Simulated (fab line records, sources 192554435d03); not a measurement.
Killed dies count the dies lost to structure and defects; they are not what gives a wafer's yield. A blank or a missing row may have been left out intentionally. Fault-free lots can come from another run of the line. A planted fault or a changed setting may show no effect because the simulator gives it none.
fab line records	flow n5-finfet
[record] lots = 11	wafers = 33	last-day = 18
route steps=1938 shown BEOL_M9@1455 BEOL_M10@1483 PASSIVATION@1936
lots that met no fault: from a run of the same line without faults
start-h: hours from the record's opening day to when the first of the lot's shown wafers began	wait-h: how many hours have passed since the lot's step before this one	" repeats the value in the row above	L1.1+2: one row covering several wafers at once	- no value present, or no start provided	* or withheld: withheld	< > ~ a bound
route shown NAME@n: names a module that has steps shown in the file, with the first one's number in the route	usual: average and standard deviation across the fault-free wafers	same: alike in all rows	chamber/n: place in a boat	sites: per-site readings	_std_site: standard deviation of those values	_edge_site: mean of outer sites minus mean of inner sites	radius-mm: how far each site lies from the wafer's centre	mask NAME#n: copy n	behind: tool/chamber where the wafer was last shaped	hold: what put the lot on hold/how long, in hours/how the hold closed	device: names the non-switching transistor (n, p or np)	end of line: the tests these same wafers got at the end of their route	step lacking rows: just its recipe	killed: dies that structure and defects cost at the first sort, which is not the same as the wafer's yield	map: dies across one wafer; x = killed, . = not, _ = none there
set.NAME: setting as actually run; set.NAME@STEP: the setting as run at that earlier step	model.NAME: the simulator's own value behind a step, which no gauge read
route steps across a sampled set of lots; one table per step, one row per wafer
services: when a tool's chamber went out of use (start-h, in hours from the record's first day, below 0 if earlier), for how many hours, and the reason
[[steps]]
[step N5_BEOL_M9_CURE_72]
[recipe] temp-c = 370	time-s = 120	ambient = DMADMS/He	material = SiCOH_lowk
[usual] lamp-power-pct = 52.32/0.055	wafer_temp_C_max = 371.6/0.49
lot.wafer	tool	chamber	start-h	wait-h	lamp-power-pct	wafer_temp_C_max
L666.2	uv-cure-03	1	225.29	0.1	52.36	371.1
L666.4	"	1	"	"	52.34	370.7
L666.6	"	1	"	"	52.31	371.3
L672.2	uv-cure-03	1	271.83	0.1	52.28	372.0
L672.4	"	1	"	"	52.32	371.8
L672.5	"	1	"	"	52.31	371.4
L674.1	uv-cure-01	0	284.54	0.0	52.25	371.3
L674.3	"	0	"	"	52.30	371.9
L674.4	"	0	"	"	52.27	371.7
L677.3	uv-cure-01	1	293.24	0.2	52.33	371.8
L677.4	"	1	"	"	52.32	371.6
L677.5	"	1	"	"	52.25	371.5
L675.2	uv-cure-03	1	293.62	0.5	52.34	371.5
L675.4	"	1	"	"	52.30	371.8
L675.6	"	1	"	"	52.31	371.8
L679.2	uv-cure-01	2	302.26	0.1	52.29	371.9
L679.4	"	2	"	"	52.25	372.0
L679.5	"	2	"	"	52.29	371.6
L680.2	uv-cure-01	0	306.14	0.1	52.32	371.4
L680.3	"	0	"	"	52.35	371.0
L680.5	"	0	"	"	52.35	371.2
L681.3	uv-cure-03	2	323.38	0.1	52.34	371.6
L681.4	"	2	"	"	52.38	372.0
L681.5	"	2	"	"	52.29	371.6
L683.1	uv-cure-03	2	331.81	0.0	52.32	371.4
L683.2	"	2	"	"	52.39	371.8
L683.3	"	2	"	"	52.35	371.0
L687.1	uv-cure-02	2	364.07	0.0	52.37	373.1
L687.2	"	2	"	"	52.34	372.0
L687.4	"	2	"	"	52.26	372.8
L686.2	uv-cure-01	0	364.54	0.1	52.38	371.7
L686.3	"	0	"	"	52.36	370.9
L686.4	"	0	"	"	52.37	371.5
[step N5_BEOL_M10_CD_MEAS_11]
[recipe] target-cd-nm = 64.1	landing-energy-ev = 500	detector = se-inlens	polarity = opening
[usual] cd-nm = 64.2/0.69
lot.wafer	tool	chamber	start-h	wait-h	cd-nm
L666.2	cd-sem-01	0	230.05	-	63.3
L666.4	"	0	"	"	64.3
L666.6	"	0	"	"	63.8
L672.2	cd-sem-01	0	277.04	-	64.3
L672.4	"	0	"	"	64.1
L672.5	"	0	"	"	62.9
L674.1	cd-sem-03	0	290.19	-	63.7
L674.3	"	0	"	"	63.3
L674.4	"	0	"	"	64.1
L677.3	cd-sem-02	0	299.87	-	64.5
L677.4	"	0	"	"	65.0
L677.5	"	0	"	"	65.1
L675.2	cd-sem-02	0	300.03	-	64.2
L675.4	"	0	"	"	64.5
L675.6	"	0	"	"	64.3
L679.2	cd-sem-01	0	308.45	-	64.8
L679.4	"	0	"	"	65.0
L679.5	"	0	"	"	64.5
L680.2	cd-sem-01	0	310.92	-	64.7
L680.3	"	0	"	"	64.1
L680.5	"	0	"	"	63.9
L681.3	cd-sem-01	0	329.12	-	64.9
L681.4	"	0	"	"	64.8
L681.5	"	0	"	"	64.1
L683.1	cd-sem-02	0	336.18	-	64.4
L683.2	"	0	"	"	63.9
L683.3	"	0	"	"	63.5
L687.1	cd-sem-02	0	370.30	-	62.9
L687.2	"	0	"	"	62.9
L687.4	"	0	"	"	63.4
L686.2	cd-sem-01	0	370.46	-	62.8
L686.3	"	0	"	"	63.2
L686.4	"	0	"	"	63.1
[step N5_BEOL_M10_HM_STRIP_39]
[recipe] chemistry = peroxide-tin-strip	material = TiN	target-depth-a = 250	temp-c = 50	time-s = 158
[usual] bath-guard-temp-C = 49.8/0.46	bath-heat-duty-pct = 7.2/0.78
lot.wafer	tool	chamber	start-h	wait-h	bath-guard-temp-C	bath-heat-duty-pct
L666.2	wet-bench-05	1	232.61	0.0	50.1	7.1
L666.4	"	0	"	"	48.6	6.7
L666.6	"	4	"	"	50.5	7.7
L672.2	wet-bench-03	1	278.92	0.0	49.6	7.6
L672.4	"	5	"	"	50.7	8.3
L672.5	"	4	"	"	49.5	7.0
L674.1	wet-bench-04	1	292.98	0.0	50.1	7.5
L674.3	"	6	"	"	49.9	7.0
L674.4	"	0	"	"	50.0	7.3
L675.2	wet-bench-05	1	302.30	0.0	49.3	7.6
L675.4	"	6	"	"	50.3	6.1
L675.6	"	4	"	"	50.2	8.5
L677.3	wet-bench-05	1	302.68	0.0	-	-
L677.4	"	3	"	"	-	-
L677.5	"	2	"	"	-	-
L679.2	wet-bench-04	7	310.19	0.0	-	-
L679.4	"	6	"	"	-	-
L679.5	"	3	"	"	-	-
L680.2	wet-bench-03	4	313.36	0.0	-	-
L680.3	"	5	"	"	-	-
L680.5	"	1	"	"	-	-
L681.3	wet-bench-03	3	332.39	0.0	49.8	7.9
L681.4	"	1	"	"	49.9	7.0
L681.5	"	4	"	"	49.4	6.0
L683.1	wet-bench-03	0	339.60	0.0	49.0	8.2
L683.2	"	7	"	"	50.7	6.0
L683.3	"	3	"	"	50.3	7.1
L687.1	wet-bench-04	4	371.99	0.0	50.2	7.5
L687.2	"	6	"	"	50.1	8.1
L687.4	"	5	"	"	49.7	7.2
L686.2	wet-bench-04	0	373.04	0.0	49.9	7.1
L686.3	"	2	"	"	49.6	6.3
L686.4	"	7	"	"	50.3	7.7
[step N5_BEOL_M10_ANNEAL_51]
[recipe] temp-c = 225	time-s = 90	ambient = N2
[usual] wafer_temp_C_max = 225.86/0.26
lot.wafer	tool	chamber	start-h	wait-h	wafer_temp_C_max
L666.2	rtp-anneal-02	0	234.29	0.1	226.14
L666.4	"	0	"	"	225.80
L666.6	"	0	"	"	225.87
L672.2	rtp-anneal-02	0	281.96	0.1	225.53
L672.4	"	0	"	"	225.84
L672.5	"	0	"	"	225.93
L674.1	rtp-anneal-01	0	294.75	0.2	225.83
L674.3	"	0	"	"	225.80
L674.4	"	0	"	"	225.86
L677.3	rtp-anneal-02	0	306.02	0.2	226.11
L677.4	"	0	"	"	226.03
L677.5	"	0	"	"	226.17
L675.2	rtp-anneal-02	0	307.03	0.1	225.67
L675.4	"	0	"	"	225.81
L675.6	"	0	"	"	226.35
L679.2	rtp-anneal-02	0	313.08	0.2	225.56
L679.4	"	0	"	"	225.95
L679.5	"	0	"	"	226.03
L680.2	rtp-anneal-01	0	315.38	0.4	226.00
L680.3	"	0	"	"	226.37
L680.5	"	0	"	"	225.88
L681.3	rtp-anneal-01	0	335.60	0.4	225.84
L681.4	"	0	"	"	225.80
L681.5	"	0	"	"	226.15
L683.1	rtp-anneal-01	0	342.22	0.4	225.89
L683.2	"	0	"	"	225.86
L683.3	"	0	"	"	226.46
L687.1	rtp-anneal-01	0	374.73	0.2	225.85
L687.2	"	0	"	"	225.93
L687.4	"	0	"	"	225.83
L686.2	rtp-anneal-02	0	375.61	0.1	225.63
L686.3	"	0	"	"	225.67
L686.4	"	0	"	"	225.62
[step N5_BEOL_M10_CMP_52]
[recipe] stop-on = SiCOH_lowk	t-overpolish-s = 7	down-force-psi = 1	platen-rpm = 50	clearing-platen-down-force-psi = 1.5	clearing-platen-rpm = 50	post-cmp-clean = cu-alkaline	target-thk-nm = 140	clearing-platen-pad-velocity-m-s = 0.99484	pad-velocity-m-s = 0.99484
[usual] barrier-field-endpoint-s = 28.9/0.76	head-pressure-psi = 1.0001/0.002	motor-current-A = 6.1/0.95
lot.wafer	tool	chamber	start-h	wait-h	barrier-field-endpoint-s	head-pressure-psi	motor-current-A
L666.4	cmp-03	2	234.62	0.2	29.4	1.0026	4.5
L666.2	"	3	"	"	27.9	0.9999	6.7
L666.6	"	1	"	"	28.9	0.9995	6.0
L672.2	cmp-01	2	282.25	0.2	28.4	0.9943	8.0
L672.4	"	3	"	"	29.3	1.0009	6.2
L672.5	"	2	"	"	28.5	0.9985	7.4
L674.3	cmp-02	1	295.04	0.2	28.3	0.9999	6.1
L674.1	"	2	"	"	28.1	1.0023	5.9
L674.4	"	0	"	"	28.8	1.0041	4.9
L677.4	cmp-01	0	306.27	0.2	34.2	0.9980	6.6
L677.3	"	1	"	"	34.5	0.9987	7.1
L677.5	"	0	"	"	35.0	1.0020	6.4
L675.4	cmp-03	3	307.28	0.1	28.0	0.9994	6.9
L675.2	"	0	"	"	27.5	1.0026	5.4
L675.6	"	3	"	"	27.6	1.0025	6.2
L679.2	cmp-03	2	313.37	0.2	35.6	1.0023	4.5
L679.4	"	0	"	"	35.0	1.0009	5.5
L679.5	"	1	"	"	35.7	0.9992	6.2
L680.2	cmp-02	0	315.71	0.3	34.1	1.0028	4.6
L680.3	"	1	"	"	34.5	0.9965	6.2
L680.5	"	3	"	"	33.3	1.0020	5.6
L681.4	cmp-01	0	335.95	0.3	29.0	1.0009	6.8
L681.3	"	2	"	"	28.4	0.9994	8.1
L681.5	"	1	"	"	29.0	1.0006	7.4
L683.3	cmp-01	2	342.52	0.2	29.9	0.9991	7.7
L683.1	"	0	"	"	28.7	0.9999	6.4
L683.2	"	1	"	"	29.8	1.0013	7.7
L687.1	cmp-01	0	375.03	0.3	27.2	0.9981	6.4
L687.2	"	2	"	"	27.6	0.9993	7.9
L687.4	"	3	"	"	28.0	1.0003	6.1
L686.3	cmp-03	3	375.90	0.2	28.0	0.9993	6.4
L686.4	"	0	"	"	28.6	1.0005	5.2
L686.2	"	1	"	"	29.0	1.0017	6.1
[step N5_PASSIVATION_PROBE_49]
[usual] defect-limited-yield = 91.0/1.5	killed_at_M0_to_M3 = 33/9.4	killed_at_M4_up = 14/4.8	killed-at-contacts = 13/7.3	killed-at-front-end = 43/13	killed-at-other = 3.6/2.9	killed-dies = 106/18	killed-open = 69/13	killed-short = 35/8.2	sort_bin_5_function = 5.3/1	sort_bin_6_memory = 3.3/0.68	sort-n-pass = 1074/18	sort-yield-pct = 91.0/1.5
[same] gross-dies = 1180	killed-at-back-side = 0	sort_bin_4_leakage[%] = 0	sort_bin_8_speed[%] = 0
lot.wafer	tool	chamber	start-h	wait-h	defect-limited-yield[%]	killed_at_M0_to_M3	killed_at_M4_up	killed-at-contacts	killed-at-front-end	killed-at-other	killed-dies	killed-open	killed-short	sort_bin_5_function[%]	sort_bin_6_memory[%]	sort-n-pass	sort-yield-pct[%]
L679.2	prober-02	-	360.79	0.1	91.4	28	17	14	40	2	101	79	21	4.8	3.4	1079	91.4
// killed by level:class
L679.2 FIN_SAQP:geometric-particle:open=11 BEOL_M0_SAQP:geometric-particle:open=11 MOL_CONTACT_COAG:geometric-particle:open=11 STI_FIN_REVEAL:geometric-particle:open=8 FIN_SAQP:geometric-particle:short=7 BEOL_M2:geometric-particle:open=6 STARTING-WAFER:geometric-particle:open=4 BEOL_M0_SAQP:geometric-particle:short=4
[[services]]
tool	chamber	start-h	hours	kind
cmp-01	-	203.68	4.0	pm
cmp-03	-	217.35	4.0	repair
cmp-03	-	227.05	4.2	repair
cmp-02	-	236.73	2.3	repair
uv-cure-03	-	237.04	1.0	pm
rtp-anneal-01	-	243.40	3.5	pm
uv-cure-02	-	259.58	1.0	pm
cmp-02	-	263.21	4.0	pm
cmp-02	-	267.21	-	consumable-replace:conditioner
cmp-02	-	267.21	-	consumable-replace:pad
uv-cure-01	-	276.47	2.1	pm
cmp-03	-	297.84	1.4	repair
cmp-01	-	302.21	1.4	repair
uv-cure-01	-	318.51	0.3	repair
cmp-03	-	329.41	1.3	repair
wet-bench-04	-	357.91	1.1	repair
cmp-03	-	368.18	1.9	repair
[[key]]
[first-sign] step = N5_BEOL_M10_HM_STRIP_39	reading = tool-record	direction = missing
[effect] step = N5_BEOL_M10_CMP_52	reading = barrier-field-endpoint-s	direction = up	sigmas = 7.5	usual = 28.9	struck = 34.7
met-at N5_BEOL_M10_HM_STRIP_39
struck-lots L677,L679,L680
not-acting-at N5_BEOL_M9_CURE_72,N5_BEOL_M10_CD_MEAS_11,N5_BEOL_M10_ANNEAL_51
onset-between 302.30 302.68
[fault] kind = skipped-step-whole	tool = wet-bench-03,wet-bench-04,wet-bench-05	chamber = -	onset-h = 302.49	steps = N5_BEOL_M10_HM_STRIP_39	scope = struck-lots-only
